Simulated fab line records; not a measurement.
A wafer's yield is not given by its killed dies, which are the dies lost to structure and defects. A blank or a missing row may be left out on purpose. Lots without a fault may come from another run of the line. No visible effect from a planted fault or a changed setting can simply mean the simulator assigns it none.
fab line records    flow nand_harc
record lots=14  wafers=42  last_day=31
route steps=1302 shown P_M1@309 A_BONDPAD@1218 THIN_TSV@1271 END@1302
lots that met no fault: from a run of the same line without faults
start_h: hours from the record's first day to the start of the lot's first wafer shown    wait_h: how many hours have passed since the lot's step before this one    " same as the row above    L1.1+2: a row that stands for several wafers    - either no value or no given start    * or withheld: withheld    < > ~ a bound
route shown NAME@n: NAME is a module with steps in the file, n the number in the route of the first one    usual: mean/standard deviation of fault-free wafers    same: alike in all rows    chamber/n: place in a boat    sites: readings site by site    _std_site: the standard deviation of these    _edge_site: outer sites' mean less inner sites'    radius_mm: how far each site lies from the wafer's centre    mask NAME#n: copy n    behind: tool/chamber where the wafer was last shaped    hold: what put the lot on hold/how long, in hours/how the hold closed    device: transistor that didn't switch, given as n, p or np    end of line: at the end of the route, the tests of the same wafers    for a step that has no rows: nothing shown but its recipe    killed: dies lost to structure and defects at the first sort, not the wafer's yield    map: shows each die of a wafer: x if killed, . if not, _ if none is there
set.NAME: the setting as run; set.NAME@STEP: as run at that earlier step    model.NAME: the simulator's own value behind a step, which no gauge read
route steps across a sampled set of lots; one table per step, one row per wafer
services: when a tool's chamber went out of use (start_h, in hours from the record's first day, below 0 if earlier), for how many hours, and the reason
## steps
# step NHARC_P_M1_ECD_22
# recipe target_thk_a=4000  bath_temp_c=25  material=Cu
lot.wafer   tool       chamber  start_h  wait_h
L780.2+1+5  ecd_cu-01  0,1,0    131.52   -
L781.3+5+6  ecd_cu-02  1,0,1    138.07   -
L782.1+2+3  ecd_cu-01  1,0,1    147.91   -
L783.2+3+6  ecd_cu-01  0,0,1    158.00   -
L785.4+3+5  ecd_cu-01  1,0,1    171.51   -
L784.2+4+5  ecd_cu-02  0        172.41   -
L787.1+3+4  ecd_cu-01  1,0,1    204.49   -
L788.1+5+6  ecd_cu-01  0,1,0    206.70   -
L789.1+5+6  ecd_cu-02  0,0,1    220.00   -
L790.1+3+6  ecd_cu-02  0,1,1    235.42   -
L792.1+4+5  ecd_cu-01  0,1,0    255.13   -
L794.1+4+5  ecd_cu-01  1,0,0    276.39   -
L795.3+6+5  ecd_cu-01  0,0,1    296.65   -
L798.1+2+5  ecd_cu-01  0,1,1    305.94   -
# step NHARC_A_BONDPAD_DESCUM_11
# recipe time_s=3  o2_flow_sccm=200  ar_flow_sccm=0  bias_power_w=0  chemistry=O2
# usual drypump_motor_current_A=5.6/0.59  oes_product_au=1.000/0.011  rf_vpp_V=57.9/0.79  showerhead_plenum_p_Torr=1.95/0.082  throttle_valve_pct=11.310/0.0089
lot.wafer  tool         chamber  start_h  wait_h  drypump_motor_current_A  oes_product_au  rf_hours_counter_h  rf_vpp_V  showerhead_plenum_p_Torr  throttle_valve_pct
L782.3     rie_diel-07  3        540.63   -       5.0                      1.002           2                   58.6      2.05                      11.308
L782.1     "            0        "        "       5.1                      0.989           2                   58.4      1.98                      11.312
L782.2     "            1        "        "       5.4                      1.013           2                   56.2      1.86                      11.318
L781.3     rie_diel-07  0        541.08   -       5.0                      1.002           2                   56.0      1.98                      11.305
L781.6     "            2        "        "       6.5                      0.983           -                   59.0      1.93                      11.313
L781.5     "            3        "        "       5.0                      0.989           -                   58.7      2.05                      11.308
L780.2     rie_diel-07  3        542.23   -       5.1                      1.010           2                   59.0      2.05                      11.314
L780.1     "            0        "        "       5.0                      0.993           3                   57.6      1.98                      11.319
L780.5     "            3        "        "       5.1                      0.999           -                   58.0      2.05                      11.326
L783.2     rie_diel-07  3        556.28   -       5.1                      0.991           2                   58.1      2.05                      11.298
L783.3     "            2        "        "       6.5                      0.992           2                   56.2      1.93                      11.294
L783.6     "            0        "        "       5.1                      0.999           -                   57.3      1.98                      11.317
L784.4     rie_diel-09  0        570.06   -       5.2                      1.005           8                   57.9      2.03                      11.302
L784.2     "            2        "        "       6.0                      0.997           9                   57.2      2.07                      11.296
L784.5     "            0        "        "       5.2                      1.017           -                   57.9      2.03                      11.324
L785.4     rie_diel-07  3        591.54   -       5.0                      1.008           3                   59.2      2.05                      11.308
L785.3     "            0        "        "       5.1                      1.005           3                   57.2      1.98                      11.308
L785.5     "            2        "        "       6.5                      0.997           -                   58.7      1.93                      11.315
L788.1     rie_diel-09  1        597.59   -       6.3                      0.992           14                  57.4      1.80                      11.311
L788.6     "            0        "        "       5.1                      1.010           -                   59.5      2.03                      11.317
L788.5     "            1        "        "       6.3                      1.002           -                   58.1      1.80                      11.301
L787.3     rie_diel-07  3        628.54   -       5.0                      1.006           4                   58.8      2.05                      11.306
L787.1     "            0        "        "       5.0                      0.997           4                   56.7      1.98                      11.316
L787.4     "            1        "        "       5.3                      1.007           4                   58.8      1.86                      11.322
L789.1     rie_diel-07  2        630.34   -       6.5                      1.005           4                   57.0      1.93                      11.315
L789.6     "            3        "        "       5.0                      1.005           -                   59.2      2.05                      11.315
L789.5     "            0        "        "       5.1                      0.984           -                   58.1      1.98                      11.323
L790.1     rie_diel-07  1        636.98   -       5.4                      1.005           4                   58.3      1.86                      11.307
L790.3     "            2        "        "       6.5                      1.000           4                   57.3      1.93                      11.303
L790.6     "            1        "        "       5.3                      1.022           -                   58.7      1.86                      11.302
L792.4     rie_diel-09  3        653.95   -       5.7                      1.005           23                  58.3      1.88                      11.306
L792.1     "            1        "        "       6.4                      1.016           26                  57.7      1.80                      11.306
L792.5     "            2        "        "       6.0                      1.001           -                   58.9      2.07                      11.323
L794.1     rie_diel-08  2        672.93   -       5.5                      1.000           39                  57.2      1.90                      11.310
L794.4     "            1        "        "       6.5                      1.005           37                  57.9      1.84                      11.320
L794.5     "            3        "        "       6.3                      0.989           -                   58.8      2.02                      11.306
L795.3     rie_diel-09  3        683.69   -       5.7                      0.965           0                   57.7      1.88                      11.315
L795.5     "            2        "        "       6.0                      0.983           -                   59.0      2.07                      11.323
L795.6     "            3        "        "       5.7                      0.970           -                   56.9      1.88                      11.303
L798.1     rie_diel-09  2        701.69   -       6.0                      0.988           2                   57.9      2.07                      11.314
L798.2     "            3        "        "       5.7                      0.963           2                   57.0      1.88                      11.317
L798.5     "            2        "        "       6.0                      0.985           -                   59.1      2.06                      11.303
# step NHARC_THIN_TSV_PRE_CLEAN_50
# recipe time_s=30  temp_c=280  gas=H2/He
# usual heater_power_w=407/42
lot.wafer  tool            chamber  start_h  wait_h  heater_power_w
L782.1     pvd_sputter-01  -        -        -       393
L782.3     "               -        "        "       438
L782.2     "               -        "        "       394
L781.3     pvd_sputter-03  -        -        -       420
L781.6     "               -        "        "       356
L781.5     "               -        "        "       423
L780.1     pvd_sputter-03  -        -        -       425
L780.2     "               -        "        "       411
L780.5     "               -        "        "       423
L783.3     pvd_sputter-01  -        -        -       409
L783.2     "               -        "        "       342
L783.6     "               -        "        "       404
L784.4     pvd_sputter-02  -        -        -       392
L784.2     "               -        "        "       356
L784.5     "               -        "        "       406
L785.4     pvd_sputter-03  -        -        -       505
L785.3     "               -        "        "       359
L785.5     "               -        "        "       423
L788.1     pvd_sputter-01  -        -        -       335
L788.5     "               -        "        "       398
L788.6     "               -        "        "       337
L789.1     pvd_sputter-03  -        -        -       388
L789.5     "               -        "        "       434
L789.6     "               -        "        "       399
L787.1     pvd_sputter-02  -        -        -       391
L787.4     "               -        "        "       473
L787.3     "               -        "        "       401
L790.1     pvd_sputter-01  -        -        -       407
L790.3     "               -        "        "       430
L790.6     "               -        "        "       342
L792.4     pvd_sputter-02  -        -        -       409
L792.1     "               -        "        "       403
L792.5     "               -        "        "       479
L794.1     pvd_sputter-02  -        -        -       370
L794.4     "               -        "        "       409
L794.5     "               -        "        "       405
L795.3     pvd_sputter-02  -        -        -       401
L795.6     "               -        "        "       401
L795.5     "               -        "        "       476
L798.2     pvd_sputter-01  -        -        -       346
L798.1     "               -        "        "       400
L798.5     "               -        "        "       404
# step NHARC_THIN_TSV_CD_MEAS_37
# usual cd_nm=4997.9/2.9
lot.wafer  tool       chamber  start_h  wait_h  cd_nm
L782.1     cd_sem-03  -        562.73   -       4999.5
L782.2     "          -        "        "       4997.6
L782.3     "          -        "        "       4997.3
L781.3     cd_sem-01  -        564.05   -       4996.3
L781.5     "          -        "        "       5000.1
L781.6     "          -        "        "       4997.2
L780.1     cd_sem-02  -        565.17   -       4996.2
L780.2     "          -        "        "       4995.9
L780.5     "          -        "        "       5002.3
L783.2     cd_sem-02  -        579.65   -       4999.4
L783.3     "          -        "        "       4999.7
L783.6     "          -        "        "       4999.8
L784.2     cd_sem-03  -        594.11   -       4995.6
L784.4     "          -        "        "       4996.7
L784.5     "          -        "        "       4999.4
L785.3     cd_sem-01  -        616.92   -       4998.3
L785.4     "          -        "        "       4998.3
L785.5     "          -        "        "       4992.1
L788.1     cd_sem-01  -        618.04   -       4997.6
L788.5     "          -        "        "       5002.5
L788.6     "          -        "        "       5000.5
L789.1     cd_sem-03  -        651.69   -       4993.0
L789.5     "          -        "        "       4998.5
L789.6     "          -        "        "       4995.7
L787.1     cd_sem-01  -        652.78   -       4997.3
L787.3     "          -        "        "       4993.5
L787.4     "          -        "        "       4997.8
L790.1     cd_sem-02  -        656.02   -       4997.2
L790.3     "          -        "        "       4996.2
L790.6     "          -        "        "       5002.3
L792.1     cd_sem-02  -        677.16   -       4997.2
L792.4     "          -        "        "       4996.6
L792.5     "          -        "        "       4997.5
L794.1     cd_sem-02  -        695.30   -       4998.4
L794.4     "          -        "        "       4997.7
L794.5     "          -        "        "       4999.1
L795.3     cd_sem-03  -        705.78   -       4999.8
L795.5     "          -        "        "       4998.5
L795.6     "          -        "        "       5000.0
L798.1     cd_sem-01  -        726.60   -       4998.3
L798.2     "          -        "        "       4993.6
L798.5     "          -        "        "       4995.5
# step NHARC_END_SORT_01
# recipe temp_c=25
# usual defect_limited_yield=91.2/2.6  killed_at_array=55/17  killed_at_other=1.1/1.6  killed_at_periphery=3.8/2.5  killed_dies=60/18  killed_open=3.3/1.9  killed_short=2.5/1.7
# same gross_dies=677
lot.wafer  tool       chamber  start_h  wait_h  defect_limited_yield[%]  killed_at_array  killed_at_other  killed_at_periphery  killed_dies  killed_open  killed_short
L795.3     prober-01  0        720.68   3.1     37.8                     42               0                379                  421          4            2
L795.5     prober-01  0        722.28   3.7     92.0                     52               0                2                    54           1            2
L795.6     prober-01  0        723.09   4.0     39.3                     36               0                375                  411          5            1
L798.1     prober-02  0        736.13   2.5     36.8                     30               1                397                  428          8            1
L798.2     prober-02  0        736.93   2.8     94.8                     32               0                3                    35           4            5
L798.5     prober-02  0        739.32   3.7     93.5                     40               2                2                    44           1            3
# killed by level:class
L795.3 P_M1:unspecified=374 A_CHANNEL_HOLE_D1:chamber_film_flake=23 A_CONTACT:chamber_film_flake=7 A_SLIT:chamber_film_flake=4 A_BONDPAD:chamber_film_flake=3 P_CONTACT:geometric_particle:open=1 P_M0:geometric_particle:open=1 P_M1:geometric_particle:short=1
L795.5 A_CHANNEL_HOLE_D1:chamber_film_flake=38 A_CONTACT:chamber_film_flake=4 A_ZERO_WELL:chamber_film_flake=3 A_BONDPAD:chamber_film_flake=3 A_SLIT:chamber_film_flake=2 P_CONTACT:geometric_particle:open=1 A_SGD_CUT:geometric_particle:short=1 A_M1:geometric_particle:short=1
L795.6 P_M1:unspecified=373 A_CHANNEL_HOLE_D1:chamber_film_flake=19 A_CHANNEL_FILL_D1:chamber_film_flake=4 A_SLIT:chamber_film_flake=3 A_SGD_CUT:geometric_particle:open=2 A_STAIRCASE:chamber_film_flake=2 A_CONTACT:chamber_film_flake=2 P_STI:geometric_particle:open=1
L798.1 P_M1:unspecified=397 A_CHANNEL_HOLE_D1:chamber_film_flake=8 A_SLIT:chamber_film_flake=7 A_CONTACT:chamber_film_flake=3 A_STAIRCASE:chamber_film_flake=3 A_WL_FILL:geometric_particle:open=2 A_BLC:geometric_particle:open=2 A_M0:geometric_particle:open=2
L798.2 A_STAIRCASE:chamber_film_flake=8 A_CHANNEL_HOLE_D1:chamber_film_flake=7 A_SLIT:chamber_film_flake=4 A_M1:geometric_particle:open=2 P_ZERO_WELL:chamber_film_flake=2 A_CONTACT:chamber_film_flake=2 A_CHANNEL_HOLE_D1:geometric_particle:short=1 A_CHANNEL_FILL_D1:geometric_particle:short=1
L798.5 A_STAIRCASE:chamber_film_flake=12 A_CHANNEL_HOLE_D1:chamber_film_flake=9 A_SLIT:chamber_film_flake=8 A_CONTACT:chamber_film_flake=5 A_DECK1_JOINT:geometric_particle:short=2 P_STI:chamber_film_flake=2 THIN_TSV:chamber_film_flake=2 A_CHANNEL_HOLE_D2:geometric_particle:short=1
## services
tool            chamber  start_h  hours  kind
rie_diel-07     -        117.20   9.0    pm
pvd_sputter-01  -        123.86   1.5    repair
rie_diel-09     -        143.14   9.0    pm
ecd_cu-01       -        160.18   8.0    pm
rie_diel-07     2        178.74   2.4    repair
ecd_cu-01       -        181.33   7.1    repair
rie_diel-09     1        194.09   8.9    repair
pvd_sputter-02  -        197.40   3.8    repair
rie_diel-07     1        220.21   19.6   repair
rie_diel-07     0        248.40   2.5    repair
rie_diel-07     1        282.79   3.9    repair
rie_diel-07     -        294.20   9.0    pm
rie_diel-07     -        313.94   1.2    repair
ecd_cu-01       -        336.28   8.0    pm
rie_diel-07     -        347.35   0.1    repair
rie_diel-07     -        471.37   9.0    pm
ecd_cu-01       -        512.28   8.0    pm
rie_diel-07     3        523.40   4.1    repair
rie_diel-07     0        572.60   3.6    repair
rie_diel-07     2        594.18   2.5    repair
rie_diel-07     1        628.97   2.6    repair
rie_diel-07     -        648.37   9.0    pm
rie_diel-07     2        683.62   6.8    repair
ecd_cu-01       -        688.28   8.0    pm
## key
first_sign step=NHARC_END_SORT_01  reading=killed_at_periphery  direction=up  sigmas=99+  usual=3.8  struck=383.7
effect step=NHARC_END_SORT_01  reading=defect_limited_yield  direction=down  sigmas=20  usual=91.2  struck=38.0
more_kills_born_at NHARC_P_M1_ECD_22@ecd_cu-01=1144
met_at NHARC_P_M1_ECD_22
struck_lots L795,L798
struck_wafers L795.3,L795.6,L798.1
not_acting_at NHARC_A_BONDPAD_DESCUM_11,NHARC_THIN_TSV_PRE_CLEAN_50,NHARC_THIN_TSV_CD_MEAS_37
onset_between 276.39 296.65
fault kind=chamber_particle_source  tool=ecd_cu-01  chamber=0  onset_h=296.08  steps=NHARC_P_M1_ECD_22  rate_per_visit_cm2=0.98818  end_h=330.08
